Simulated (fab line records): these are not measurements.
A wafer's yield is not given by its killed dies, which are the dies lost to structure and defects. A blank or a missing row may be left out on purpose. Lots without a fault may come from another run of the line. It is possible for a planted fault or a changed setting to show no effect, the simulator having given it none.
Split-lot experiment -- flow n5_finfet -- route with 1938 steps; 7 lots, 21 wafers read

== THE SPLIT ITSELF ==
At N5_PASSIVATION_EXPOSE_27 (exposes mask PAD, defocus 0 nm), the setting dose_mj was moved away from the recipe's 32.3 on 6 of the 21 wafers read, by -6.0% to +5.8%. All remaining wafers had this setting at the recipe value.

== FROM THE SPLIT TO THE READING: what the file shows between them, 3 steps ==
- N5_PASSIVATION_PEB_28
- N5_PASSIVATION_DEVELOP_29: develop time 60 s
- N5_PASSIVATION_HARDBAKE_31: time 120 s

== THE READING ==
cd_nm (nm) at N5_PASSIVATION_CD_MEAS_30, where the cd target is 4000 nm. A value of 4000.0 nm with a standard deviation of 1.6 nm is what fault-free wafers of this fab line usually give.

wafer,"tool, chamber at the split",dose_mj as run,against the recipe,"cd_nm, nm",against lot-mates on the recipe
L081.2,"krf_scanner-02, 0",32.3,recipe,4000.1,-
L081.4,"krf_scanner-02, 0",32.3,recipe,4000.8,-
L081.5,"krf_scanner-02, 0",32.3,recipe,3999.4,-
L083.2,"krf_scanner-01, 0",32.3,recipe,3999.3,-
L083.3,"krf_scanner-01, 0",30.35,-6.0%,3987.3,-12.0
L083.6,"krf_scanner-01, 0",30.35,-6.0%,3988.0,-11.3
L082.2,"krf_scanner-01, 0",32.3,recipe,3998.6,-
L082.3,"krf_scanner-01, 0",32.3,recipe,4000.3,-
L082.5,"krf_scanner-01, 0",32.3,recipe,3999.2,-
L086.1,"krf_scanner-01, 0",34.16,+5.8%,4008.7,+9.1
L086.3,"krf_scanner-01, 0",32.3,recipe,4000.1,-
L086.5,"krf_scanner-01, 0",32.3,recipe,3999.2,-
L087.1,"krf_scanner-02, 0",32.3,recipe,4003.1,-
L087.4,"krf_scanner-02, 0",32.3,recipe,4002.2,-
L087.5,"krf_scanner-02, 0",32.3,recipe,4003.4,-
L092.1,"krf_scanner-01, 0",32.3,recipe,3998.9,-
L092.2,"krf_scanner-01, 0",31.4,-2.8%,3993.3,-5.1
L092.5,"krf_scanner-01, 0",32.3,recipe,3997.8,-
L096.1,"krf_scanner-02, 0",31.49,-2.5%,3997.4,-2.7
L096.2,"krf_scanner-02, 0",31.49,-2.5%,3995.2,-4.9
L096.3,"krf_scanner-02, 0",32.3,recipe,4000.1,-

FIT RESULTS
A straight line over all 21 wafers: cd_nm changes by +1.86 nm for each +1% of dose_mj; r = +0.94; the points scatter about the line by 1.6 nm.
The same after taking each lot's own level away (the mean of its wafers on the recipe; 21 wafers): +1.78 nm for each +1%; r = +0.99; scatter 0.75 nm.
That fit puts the effect of the largest move of dose_mj on the reading at 11 nm.
From 3998.35 to 4002.90 nm: that is the span of the lots' own levels, equal to 2.8 times the standard deviation above.
Consequently the slope shifts little with the lot-to-lot level, the two slopes agreeing.
Check: -10.3 nm against its lot-mates is what the line predicts for one of the wafers moved furthest among these (-6.0%) when that wafer is left out of the fit. Against them it came out at -12 nm.

== FILE'S OWN FIT ==
cd_nm changes by +1.74 nm for each +1% of dose_mj, r = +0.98.
